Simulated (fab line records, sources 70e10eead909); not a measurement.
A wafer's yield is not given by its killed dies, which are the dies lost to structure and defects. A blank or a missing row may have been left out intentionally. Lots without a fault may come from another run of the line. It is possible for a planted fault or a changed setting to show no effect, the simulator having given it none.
Chamber matching + flow nand-harc + 4 sister chambers for NHARC_A_CONTACT_ETCH_92 on rie-diel-03
The step etches the open film in CH3F/O2, target depth 40 nm, time 85.7 s. 30 wafers are shown with their chamber, then 12 later ones without.

== WAFERS WITH THEIR CHAMBER ==
| wafer  | chamber | showerhead-plenum-p-Torr (Torr) | drypump-motor-current-A (A) | rf-vpp-V (V) |
|--------|---------|---------------------------------|-----------------------------|--------------|
| L075.1 | 2       | 2.49                            | 6.3                         | 245.2        |
| L075.2 | 3       | 2.58                            | 4.9                         | 246.7        |
| L075.5 | 0       | 2.66                            | 5.4                         | 247.6        |
| L074.1 | 0       | 2.66                            | 5.4                         | 245.6        |
| L074.3 | 1       | 2.35                            | 5.8                         | 243.6        |
| L074.6 | 1       | 2.35                            | 5.8                         | 242.9        |
| L078.2 | 1       | 2.35                            | 5.8                         | 242.2        |
| L078.3 | 3       | 2.58                            | 5.0                         | 246.7        |
| L078.5 | 0       | 2.65                            | 5.4                         | 248.0        |
| L077.2 | 0       | 2.65                            | 5.5                         | 247.9        |
| L077.3 | 3       | 2.58                            | 4.9                         | 246.5        |
| L077.5 | 3       | 2.58                            | 4.9                         | 245.0        |
| L082.2 | 0       | 2.65                            | 5.5                         | 246.6        |
| L082.3 | 1       | 2.35                            | 5.8                         | 241.3        |
| L082.5 | 1       | 2.35                            | 5.8                         | 241.7        |
| L084.2 | 3       | 2.57                            | 4.9                         | 244.8        |
| L084.5 | 3       | 2.57                            | 4.9                         | 246.8        |
| L084.6 | 2       | 2.49                            | 6.3                         | 243.9        |
| L083.1 | 3       | 2.57                            | 4.9                         | 246.0        |
| L083.2 | 0       | 2.65                            | 5.4                         | 245.4        |
| L083.4 | 1       | 2.35                            | 5.8                         | 242.4        |
| L085.3 | 2       | 2.49                            | 6.3                         | 243.7        |
| L085.4 | 0       | 2.65                            | 5.5                         | 246.6        |
| L085.5 | 1       | 2.35                            | 5.8                         | 241.4        |
| L089.2 | 1       | 2.34                            | 5.8                         | 241.5        |
| L089.4 | 3       | 2.57                            | 5.0                         | 246.3        |
| L089.5 | 1       | 2.34                            | 5.8                         | 242.9        |
| L092.1 | 1       | 2.34                            | 5.8                         | 242.6        |
| L092.3 | 3       | 2.57                            | 4.9                         | 244.3        |
| L092.4 | 2       | 2.48                            | 6.3                         | 244.0        |

SIGNATURES (averages over the wafers above)
| reading                  | chamber 0 | chamber 1 | chamber 2 | chamber 3 | scatter within a chamber |
|--------------------------|-----------|-----------|-----------|-----------|--------------------------|
| showerhead-plenum-p-Torr | 2.6529    | 2.3470    | 2.4875    | 2.5744    | 0.005                    |
| drypump-motor-current-A  | 5.443     | 5.800     | 6.300     | 4.922     | 0.0355                   |
| rf-vpp-V                 | 246.814   | 242.250   | 244.200   | 245.900   | 0.891                    |
Rule: distance of a wafer from a chamber = root of the sum over the readings of ((wafer's reading minus chamber's mean) / reading's scatter) squared. The wafer belongs to the nearest chamber; if the next one is less than 2 further off, it can't be placed. The scatter: take each reading less its chamber's mean, square it, sum over the shown wafers, divide by the number of wafers less the number of chambers, and take the root.

== WAFERS WITH NO CHAMBER GIVEN ==
| wafer  | showerhead-plenum-p-Torr (Torr) | drypump-motor-current-A (A) | rf-vpp-V (V) |
|--------|---------------------------------|-----------------------------|--------------|
| L091.1 | 2.65                            | 5.4                         | 245.3        |
| L091.2 | 2.48                            | 6.3                         | 245.7        |
| L091.5 | 2.48                            | 6.3                         | 244.7        |
| L094.2 | 2.64                            | 5.5                         | 246.5        |
| L094.3 | 2.57                            | 5.0                         | 246.4        |
| L094.4 | 2.48                            | 6.3                         | 244.0        |
| L095.1 | 2.57                            | 4.9                         | 246.0        |
| L095.2 | 2.34                            | 5.8                         | 243.3        |
| L095.5 | 2.57                            | 4.9                         | 245.4        |
| L097.1 | 2.56                            | 4.9                         | 247.4        |
| L097.3 | 2.64                            | 5.5                         | 246.5        |
| L097.5 | 2.56                            | 4.9                         | 245.6        |

== CHAMBER TAKEN BY EACH ==
| wafer  | from the rows above | in truth |
|--------|---------------------|----------|
| L091.1 | 0                   | 0        |
| L091.2 | 2                   | 2        |
| L091.5 | 2                   | 2        |
| L094.2 | 0                   | 0        |
| L094.3 | 3                   | 3        |
| L094.4 | 2                   | 2        |
| L095.1 | 3                   | 3        |
| L095.2 | 1                   | 1        |
| L095.5 | 3                   | 3        |
| L097.1 | 3                   | 3        |
| L097.3 | 0                   | 0        |
| L097.5 | 3                   | 3        |
12 of 12 placed correctly. From these rows, 0 cannot be placed. Number placed wrongly: 0.
